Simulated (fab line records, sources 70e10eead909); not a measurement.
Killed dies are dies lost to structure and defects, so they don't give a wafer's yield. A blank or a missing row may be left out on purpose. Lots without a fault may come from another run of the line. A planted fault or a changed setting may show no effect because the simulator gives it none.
Which tool did it? | flow nand_harc | 13 lots, 39 wafers sampled, at 4 steps of a route of 1302

WHAT THE GAUGES READ, wafer by wafer
The record holds no reading of a measuring or inspecting step that can be judged against a usual standard deviation.

WHICH TOOL RAN EACH LOT (tool, then ch and the chambers of the sampled wafers, then the start)
lot  | NHARC_A_CONTACT_ETCH_138             | NHARC_A_CONTACT_STRIP_26                      | NHARC_A_CONTACT_ALD_18              | NHARC_A_BLC_SOFTBAKE_05
L859 | har_cap_etch-02 ch 0,1, day 23 01:38 | rie_diel-10 ch 0,1, day 23 03:33 or earlier   | ald_metal-04 ch 0,1,2, day 23 03:33 | litho_track-01 ch 0, day 23 05:00
L861 | har_cap_etch-03 ch 0,1, day 23 21:56 | rie_diel-10 ch 0,1,2, day 24 13:14 or earlier | ald_metal-01 ch 0,2,3, day 24 13:14 | litho_track-06 ch 0, day 24 14:00
L863 | har_cap_etch-03 ch 0,1, day 24 06:09 | rie_diel-08 ch 0,1,2, day 24 08:52 or earlier | ald_metal-01 ch 0,1,3, day 24 08:52 | litho_track-01 ch 0, day 24 10:00
L865 | har_cap_etch-03 ch 0,1, day 25 12:27 | rie_diel-01 ch 0,1,2, day 25 14:26 or earlier | ald_metal-01 ch 0,1,2, day 25 14:26 | litho_track-01 ch 0, day 25 15:00
L864 | har_cap_etch-02 ch 0,1, day 25 14:01 | rie_diel-01 ch 1,2, day 25 15:58 or earlier   | ald_metal-04 ch 0,2,3, day 25 15:58 | litho_track-06 ch 0, day 25 17:00
L866 | har_cap_etch-03 ch 0,1, day 25 18:08 | rie_diel-10 ch 0,3, day 25 20:08 or earlier   | ald_metal-02 ch 1,2,3, day 25 20:08 | litho_track-06 ch 0, day 25 21:00
L870 | har_cap_etch-01 ch 0,1, day 27 11:38 | rie_diel-01 ch 0,2,3, day 27 13:42 or earlier | ald_metal-04 ch 0,2,3, day 27 13:42 | litho_track-06 ch 0, day 27 15:00
L871 | har_cap_etch-03 ch 0,1, day 27 18:10 | rie_diel-10 ch 1,2,3, day 27 20:10 or earlier | ald_metal-01 ch 0,2,3, day 27 20:10 | litho_track-01 ch 0, day 27 21:00
L869 | har_cap_etch-03 ch 0,1, day 27 20:49 | rie_diel-08 ch 1,2, day 27 22:54 or earlier   | ald_metal-04 ch 0,1,2, day 27 22:54 | litho_track-01 ch 0, day 28 00:00
L868 | har_cap_etch-02 ch 0,1, day 28 06:13 | rie_diel-01 ch 0,1,2, day 28 08:11 or earlier | ald_metal-01 ch 0,2, day 28 08:11   | litho_track-06 ch 0, day 28 09:00
L878 | har_cap_etch-03 ch 0,1, day 31 02:01 | rie_diel-08 ch 1,2,3, day 31 04:14 or earlier | ald_metal-04 ch 0,1,2, day 31 04:14 | litho_track-01 ch 0, day 31 05:00
L880 | har_cap_etch-02 ch 0,1, day 31 23:04 | rie_diel-01 ch 1,2,3, day 32 01:58 or earlier | ald_metal-04 ch 0,2, day 32 01:58   | litho_track-01 ch 0, day 32 03:00
L881 | har_cap_etch-03 ch 0,1, day 32 04:23 | rie_diel-01 ch 0,1,3, day 32 06:19 or earlier | ald_metal-02 ch 0,3, day 32 06:19   | litho_track-06 ch 0, day 32 07:00
- NHARC_A_CONTACT_ETCH_138: etches the open film in C4F8/O2/Ar, time 311 s, target depth 1914 nm.
- NHARC_A_CONTACT_STRIP_26: strips in O2.
- NHARC_A_CONTACT_ALD_18: deposits TiN, target thk 3 nm, pulse time 1 s, ald cycles 150.
- NHARC_A_BLC_SOFTBAKE_05: time 55 s.

WHAT THE TOOLS THEMSELVES READ (means of the sampled wafers that have a number; where no wafer has one, the mark that the record gives instead)
NHARC_A_CONTACT_STRIP_26.
lot  | tool        | drypump_motor_current_A (A) | oes_product_au (a.u.) | rf_vpp_V (V) | showerhead_plenum_p_Torr (Torr) | throttle_valve_pct (%)
L859 | rie_diel-10 | 5.4                         | 1.008                 | 57.7         | 3.44                            | 17.045
L861 | rie_diel-10 | 5.5                         | 1.001                 | 57.0         | 3.40                            | 17.035
L863 | rie_diel-08 | 6.4                         | 1.002                 | 58.5         | 3.60                            | 17.030
L865 | rie_diel-01 | 5.9                         | 1.006                 | 57.0         | 3.44                            | 17.043
L864 | rie_diel-01 | 6.2                         | 1.011                 | 57.0         | 3.48                            | 17.032
L866 | rie_diel-10 | 5.5                         | 1.004                 | 57.0         | 3.35                            | 17.034
L870 | rie_diel-01 | 5.6                         | 1.007                 | 58.0         | 3.42                            | 17.034
L871 | rie_diel-10 | 5.5                         | 1.001                 | 58.6         | 3.55                            | 17.047
L869 | rie_diel-08 | 6.5                         | 1.008                 | 57.6         | 3.56                            | 17.037
L868 | rie_diel-01 | 5.9                         | 1.011                 | 58.0         | 3.44                            | 17.038
L878 | rie_diel-08 | 6.3                         | 0.997                 | 58.0         | 3.46                            | 17.037
L880 | rie_diel-01 | 5.9                         | 1.004                 | 56.4         | 3.45                            | 17.034
L881 | rie_diel-01 | 5.8                         | 1.000                 | 58.5         | 3.47                            | 17.041

NHARC_A_CONTACT_ALD_18.
lot  | tool         | heater_power_w (W) | precursor_pulse_height_rel
L859 | ald_metal-04 | 1050               | 1.030
L861 | ald_metal-01 | 1158               | 1.006
L863 | ald_metal-01 | 1107               | 0.985
L865 | ald_metal-01 | 1186               | 1.009
L864 | ald_metal-04 | 1067               | 1.005
L866 | ald_metal-02 | 1117               | 0.990
L870 | ald_metal-04 | 1055               | 1.003
L871 | ald_metal-01 | 1192               | 1.013
L869 | ald_metal-04 | 1046               | 1.017
L868 | ald_metal-01 | 1290               | 1.006
L878 | ald_metal-04 | 1018               | 0.976
L880 | ald_metal-04 | 1097               | 1.005
L881 | ald_metal-02 | 969                | 0.982

NHARC_A_BLC_SOFTBAKE_05.
lot  | tool           | chill_plate_temp_C (C) | heater_power_total_W (W)
L859 | litho_track-01 | 23.00                  | 188.59
L861 | litho_track-06 | 23.02                  | 188.44
L863 | litho_track-01 | 22.93                  | 188.64
L865 | litho_track-01 | 22.97                  | 188.46
L864 | litho_track-06 | 23.02                  | 188.48
L866 | litho_track-06 | 22.82                  | 188.42
L870 | litho_track-06 | 23.02                  | 188.34
L871 | litho_track-01 | 23.02                  | 188.64
L869 | litho_track-01 | 23.05                  | 188.46
L868 | litho_track-06 | 22.96                  | 188.42
L878 | litho_track-01 | 23.09                  | 204.21
L880 | litho_track-01 | 22.83                  | 204.18
L881 | litho_track-06 | 23.05                  | 188.52

THE ANSWER, worked out from the rows above alone
Rule: what is usual is taken from the lots themselves. Put in order of their means at a reading, lots are off if they are a third of the lots or fewer, leave a main group of 4 or more, and stand apart from it by a gap of 3 or more times the standard deviation of the main group's means; of several such gaps the widest counts. A main group whose means are all the same, to the digits that the tables above print for the reading, isn't used. A lot without any number at a reading at which 4 lots or more have one is off too. The other lots that the step has rows for count as sound. The gauges are gone through in route order, then the tools' own readings, and for those a lot's mean is taken as printed above. The first step at which some lot is off is used, and at that step the reading that is off furthest; a lot without a number counts as furthest.
Off: L878, L880, at NHARC_A_BLC_SOFTBAKE_05 (heater_power_total_W). The main group: mean 188.49 W, standard deviation 0.092.
A tool fits if, at that step or a process step before it, it ran every lot that is off, and no sound lot after the first of them. NHARC_A_CONTACT_STRIP_26 gives no start for some lots, so the hours and the order of its lots are those of NHARC_A_CONTACT_ALD_18. Can't be told from this: 2 tools fit, ald_metal-04 at NHARC_A_CONTACT_ALD_18, litho_track-01 at NHARC_A_BLC_SOFTBAKE_05.

WHAT THE SIMULATOR HAD PUT IN
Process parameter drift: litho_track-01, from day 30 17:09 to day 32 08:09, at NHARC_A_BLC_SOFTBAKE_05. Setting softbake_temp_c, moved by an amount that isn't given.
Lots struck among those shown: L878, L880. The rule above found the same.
